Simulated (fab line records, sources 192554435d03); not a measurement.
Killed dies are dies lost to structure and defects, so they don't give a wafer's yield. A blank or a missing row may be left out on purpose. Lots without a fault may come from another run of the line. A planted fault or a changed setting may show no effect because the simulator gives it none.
Chamber matching | flow n5_finfet | N5_BEOL_M0_SAQP_ETCH_49 on rie_diel-01: 4 sister chambers
The step etches SiO2 in CF4/O2, target depth 37 nm. 8 wafers are shown with their chamber, then 8 later ones without.

WAFERS WITH THEIR CHAMBER
wafer  | chamber | showerhead_plenum_p_Torr (Torr) | throttle_valve_pct (%)
L075.1 | 2       | 2.27                            | 15.55
L076.3 | 1       | 2.34                            | 15.67
L076.4 | 2       | 2.27                            | 15.54
L078.1 | 3       | 2.21                            | 15.89
L078.2 | 1       | 2.34                            | 15.68
L079.3 | 3       | 2.21                            | 15.90
L079.5 | 0       | 2.26                            | 15.81
L083.1 | 0       | 2.25                            | 15.80

WAFERS WITHOUT THEIR CHAMBER
wafer  | showerhead_plenum_p_Torr (Torr) | throttle_valve_pct (%)
L083.5 | 2.34                            | 15.69
L083.6 | 2.25                            | 15.83
L084.1 | 2.27                            | 15.58
L084.2 | 2.34                            | 15.70
L084.4 | 2.25                            | 15.83
L094.1 | 2.33                            | 15.73
L094.4 | 2.20                            | 15.96
L094.5 | 2.33                            | 15.76

WHICH CHAMBER EACH WENT THROUGH
wafer  | from the rows above | in truth
L083.5 | 1                   | 1
L083.6 | 0                   | 0
L084.1 | 2                   | 2
L084.2 | 1                   | 1
L084.4 | 0                   | 0
L094.1 | 1                   | 1
L094.4 | 3                   | 3
L094.5 | 1                   | 1
Placed correctly: 8 of 8. Can't be placed from these rows: 0. Placed wrongly: 0.
How it was worked out, from the rows above alone: a wafer's distance from a chamber is the root of the sum, over the readings, of the square of ((its reading less the chamber's mean) divided by the reading's scatter). The wafer belongs to the nearest chamber; if the next one is less than 2 further off, it can't be placed. A chamber's mean is the mean of its shown wafers. The scatter: the root of (the sum of the squares of (reading less its chamber's mean) over the shown wafers, divided by (wafers less chambers)).
